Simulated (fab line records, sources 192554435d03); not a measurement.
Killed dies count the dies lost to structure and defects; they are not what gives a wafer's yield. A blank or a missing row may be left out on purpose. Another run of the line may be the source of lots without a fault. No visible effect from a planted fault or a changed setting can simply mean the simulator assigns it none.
Which tool was responsible?	flow n5_finfet	at 1 step of a route of 1938, 24 lots with 72 wafers sampled

== WHAT THE GAUGES READ, wafer by wafer ==
N5_BEOL_M2_OVL_MEAS_29.
lot	measured	on	V1_OVL (nm)
L074	day 6 12:17	overlay-02	-0.6 -1.7 -0.5
L076	day 6 18:21	overlay-02	-0.4 -0.8 -1.5
L075	day 7 03:04	overlay-01	-0.9 -0.4 -1.0
L077	day 7 10:08	overlay-02	-0.8 0.3 -0.9
L078	day 8 02:54	overlay-01	0.0 -0.5 -0.5
L079	day 8 04:41	overlay-02	0.6 -0.1 0.2
L080	day 8 04:58	overlay-01	0.0 0.0 -0.4
L083	day 8 20:58	overlay-02	-1.4 -1.1 -1.6
L082	day 9 04:41	overlay-01	-0.9 -0.1 -0.7
L081	day 9 05:13	overlay-01	-0.6 -0.1 -0.4
L084	day 9 05:38	overlay-01	-0.6 -0.1 -0.7
L085	day 9 06:02	overlay-01	0.8 0.0 0.2
L086	day 9 22:24	overlay-01	-0.9 -0.7 -1.1
L089	day 10 07:26	overlay-02	0.5 -0.6 -0.4
L087	day 10 07:57	overlay-02	-0.3 -1.4 -1.2
L088	day 10 10:28	overlay-02	-0.8 -1.2 -1.1
L090	day 11 00:15	overlay-02	-1.7 -2.1 -0.7
L091	day 11 00:37	overlay-01	-0.4 -0.8 -1.2
L092	day 11 03:31	overlay-01	-1.7 -1.2 -0.2
L093	day 11 11:20	overlay-02	-0.2 0.2 -1.1
L094	day 11 19:15	overlay-01	-0.2 -0.3 -0.6
L095	day 11 22:59	overlay-02	0.7 0.0 -0.5
L097	day 12 06:10	overlay-02	0.6 -0.7 0.0
L096	day 12 09:48	overlay-02	-0.5 -0.1 -1.1

== WHAT TOOL EACH LOT RAN ON (gives the tool, then ch and the chambers of the sampled wafers, and finally the start) ==
Record: no process step prior to these readings.

== AS READ BY THE TOOLS THEMSELVES (means over the sampled wafers that have a number; for cases with no such wafer, the mark the record gives instead) ==
The record holds no such reading with a usual standard deviation.

== THE ANSWER, worked out from the rows above alone ==
Rule: what is usual is taken from the lots themselves. The widest of any qualifying gaps counts: lots, ordered by their means at a reading, are off when they make up no more than a third of the lots, leave a main group of 4 or more, and stand apart from it by 3 or more times the standard deviation of that group's means. A main group whose means are all the same, to the digits that the tables above print for the reading, isn't used. Also off: a lot with no number at a reading for which 4 or more lots have one. Where the step has rows for the other lots, those lots are counted as sound. The gauges are gone through in route order, then the tools' own readings, and for those a lot's mean is taken as printed above. The first step at which some lot is off is used, and at that step the reading that is off furthest; a lot without a number counts as furthest.
No lot is off on any of the readings shown, so nothing can be concluded from this.

== WHAT THE SIMULATOR PUT IN ==
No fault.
